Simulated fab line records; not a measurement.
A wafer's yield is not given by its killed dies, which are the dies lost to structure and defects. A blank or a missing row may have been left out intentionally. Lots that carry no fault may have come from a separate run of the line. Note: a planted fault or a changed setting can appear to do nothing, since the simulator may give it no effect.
One fault seen from 2 desks ; flow n5Finfet ; numbers are kept per desk, each desk with only its own; the story behind them comes last

== FROM THE METROLOGY DESK ==
What the gauges read, lot by lot, whatever tool the lot ran on: means of the sampled wafers that have a number. The brackets show how far a lot's mean lies from the usual mean; more than 4 standard deviations puts the lot out of limits, marked OUT. 7 of its 10 readings are shown, namely those furthest out on some lot.
Columns: A = DIBL_N at N5_BEOL_M4_RC_MEAS_101, usual 36.3 mV/V; B = DIBL_P at N5_BEOL_M4_RC_MEAS_101, usual 35.7 mV/V; C = IOFF_P at N5_BEOL_M4_RC_MEAS_101, usual 0.204 nA/um; D = ION_P at N5_BEOL_M4_RC_MEAS_101, usual 459 uA/um; E = SS_N at N5_BEOL_M4_RC_MEAS_101, usual 71.5 mV/dec; F = VT_N at N5_BEOL_M4_RC_MEAS_101, usual 250.2 mV; G = VT_P at N5_BEOL_M4_RC_MEAS_101, usual -251 mV
lot;first seen here;A;B;C;D;E;F;G
L158;day 8 18:48;35.0;34.9;0.208;462;71.4;249.3;-249
L159;day 8 21:08;36.5;36.8;0.196;458;71.1;246.5;-254
L163;day 9 20:37;36.0;35.7;0.179;453;71.3;252.7;-256
L164;day 10 10:51;35.4;35.9;0.233;467;71.6;248.7;-246
L165;day 10 16:14;35.7;34.6;0.211;466;71.9;250.3;-247
L166;day 10 22:15;36.7;37.0;0.200;458;71.7;249.8;-252
L169;day 11 07:46;35.9;34.0;0.175;456;71.4;251.3;-258
L171;day 11 15:41;38.7;36.6;0.211;460;72.3;246.9;-250
L174;day 12 11:06;35.4;34.6;0.192;462;71.6;250.7;-251
This desk's verdict: no lot among the 9 shows anything out of limits.

== TOOL OWNER'S DESK, pecvd-04 ==
The tool's own readings at N5_BEOL_M0_SAQP_PECVD_96 (deposits a-Si from SiH4/He, target thk 45 nm, time 45.2 s): means of the sampled wafers that have a number, for each lot that ran on this tool. The brackets show how far a lot's mean lies from the usual mean; more than 4 standard deviations puts the lot out of limits, marked OUT.
Columns: A = heaterPowerW at N5_BEOL_M0_SAQP_PECVD_96, usual 643 W; B = runLengthS at N5_BEOL_M0_SAQP_PECVD_96, usual 81.5 s; C = showerheadPlenumPTorr at N5_BEOL_M0_SAQP_PECVD_96, usual 5.68 Torr; D = throttleValvePct at N5_BEOL_M0_SAQP_PECVD_96, usual 18.2 %
lot;first seen here;A;B;C;D
L159;day 6 06:29;639;81.9;5.74;18.2
L163;day 7 11:56;607;82.0;5.73;18.2
L164;day 7 18:10;645;81.7;5.66;18.9
L169;day 9 02:52;564;67.1 (-25) OUT;5.71;18.0
L171;day 9 08:57;672;75.0 (-11) OUT;5.71;18.9
L174;day 9 20:28;519;81.1;5.69;17.9
This desk's verdict: out of limits on L169, L171, starting with L169 at day 9 02:52 (runLengthS at N5_BEOL_M0_SAQP_PECVD_96). L159, L163, L164, L174 stayed within limits.

== PUT TOGETHER ==
The tool owner's desk could have raised an alarm at day 9 02:52, on L169, L171.
From the metrology desk's view, nothing was out of limits.
The metrology desk has L169, L171 on record, within its limits.
All the named lots went through N5_BEOL_M0_SAQP_PECVD_96 on pecvd-04.

== WHAT THE SIMULATOR PUT IN ==
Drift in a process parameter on pecvd-04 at N5_BEOL_M0_SAQP_PECVD_96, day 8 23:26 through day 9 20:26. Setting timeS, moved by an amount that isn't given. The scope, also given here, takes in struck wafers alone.
Lots struck among those shown: L169, L171.
Each desk's first reading out of limits, in hours after the fault started: the tool owner's desk, 3.
